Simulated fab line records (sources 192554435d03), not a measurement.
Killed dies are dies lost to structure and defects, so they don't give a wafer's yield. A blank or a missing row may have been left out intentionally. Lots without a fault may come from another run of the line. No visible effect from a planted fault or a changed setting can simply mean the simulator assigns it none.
Problem report in the 8D (eight disciplines) form, filled by code / flow n5_finfet / the parts of the form that need people (team, actions taken, sign-off) are left out

## 1. PROBLEM STATEMENT
At N5_FIN_CUT_INSPECT_17, raw_defect_count averages 679 over 6 wafers from 2 lots, while fault-free wafers read 217, standard deviation 64. That is +7.2 standard deviations from the usual mean.
The step: inspects for defects (brightfield).
The first sign was on wafer L308.1 at day 6 16:24, on defect_inspect-02. At this step, 26 wafers from 9 lots have a number in the record. The rule behind "out" and "out of limits": a value lying over 4 standard deviations away from the usual mean. The other wafers with a number count as sound.

## 2. WHAT IT IS; WHAT IT IS NOT
question=which readings at this step | is=raw_defect_count | is not=-
question=which lots | is=L308, L309 | is not=L292, L294, L296, L297, L298, L302, L312
question=which wafers of those lots | is=all that have a number | is not=-
question=read on which gauges | is=defect_inspect-02 | is not=defect_inspect-01
question=when | is=from day 6 16:24 | is not=up to then (17 sound wafers); but 3 sound wafers of L312 came after

## 3. THE SUSPECTS, EACH WITH WHAT RULES IT OUT
Counting: a tool at any process step up to the reading remains a suspect when it ran all the lots that are out and ran no sound lot after the first of those.
- the gauge at N5_FIN_CUT_INSPECT_17 is ruled out. All the wafers that are out were read on defect_inspect-02, but those of them that N5_PASSIVATION_PROBE_49 has rows for are out there too, on other tools.
- rie_si-05 at N5_FIN_CUT_CUT_ETCH_15 (etches Si in HBr/Cl2/O2, target depth 100 nm, bt time 10 s, time 42.4 s): kept. Every lot that is out went through it, starting with L308 (day 6 16:07), and after that it ran no sound lot; the last sound lot it ran before then is L302 (day 5 02:50).
- rie_si-05 at N5_FIN_CUT_CUT_ETCH_28 (etches Si in HBr/Cl2/O2, target depth 6 nm, time 2.4 s): kept. Every lot that is out went through it, starting with L308 (day 6 16:10), and after that it ran no sound lot; the last sound lot it ran before then is L302 (day 5 02:53).
The count leaves rie_si-05 at N5_FIN_CUT_CUT_ETCH_28 and rie_si-05 at N5_FIN_CUT_CUT_ETCH_15.

## 4. THE CAUSE (what the simulator had put in)
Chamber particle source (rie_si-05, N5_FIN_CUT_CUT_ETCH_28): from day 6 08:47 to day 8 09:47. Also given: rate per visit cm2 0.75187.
Of the 2 suspects that counting leaves, this tool is one.

## 5. SEQUENCE OF EFFECTS, ordered by route
Each row: a reading whose mean over the struck wafers that have a number lies more than 3 standard deviations from the usual. Only readings whose record carries a usual standard deviation are examined. hours: median over the lots of the time between each lot's start at the first step of this table that gives one and its start at this step. sigmas: the change, counted in usual standard deviations.
hours=0; step=N5_FIN_CUT_INSPECT_17; reading=raw_defect_count; usual=217; on struck wafers=679; change=+462; sigmas=+7.2
hours=255; step=N5_PASSIVATION_PROBE_49; reading=defect_limited_yield; usual=91.0 %; on struck wafers=83.2; change=-7.8; sigmas=-5.2
hours=255; step=N5_PASSIVATION_PROBE_49; reading=killed_at_front_end; usual=43; on struck wafers=140; change=+97; sigmas=+7.5
hours=255; step=N5_PASSIVATION_PROBE_49; reading=killed_dies; usual=106; on struck wafers=198; change=+92; sigmas=+5.1
hours=255; step=N5_PASSIVATION_PROBE_49; reading=sort_bin_5_function; usual=5.3 %; on struck wafers=10.7; change=+5.4; sigmas=+5.4
hours=255; step=N5_PASSIVATION_PROBE_49; reading=sort_n_pass; usual=1074; on struck wafers=982; change=-92; sigmas=-5.1
hours=255; step=N5_PASSIVATION_PROBE_49; reading=sort_yield_pct; usual=91.0 %; on struck wafers=83.2; change=-7.8; sigmas=-5.2
It contains these process steps:
- N5_PASSIVATION_PROBE_49
Later steps that measure or inspect, where all struck wafers having a row at the step show a number for every such reading and not one has moved that far: N5_BEOL_M4_RC_MEAS_101.

## 6. HOW IT WOULD HAVE BEEN CAUGHT EARLIER
In this record the first reading out of limits at a measuring or inspecting step was taken at day 6 16:24, 8 hours after the fault began at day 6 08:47.
An alarm limit of 4 standard deviations would not have fired on the tool readings at N5_FIN_CUT_CUT_ETCH_28 for which the record gives a usual standard deviation, since none of them was out on any struck wafer.
Lots out: 2; of these, L309 started N5_FIN_CUT_CUT_ETCH_28 on rie_si-05 after day 6 16:24. Putting the tool on hold at that point would have spared it.
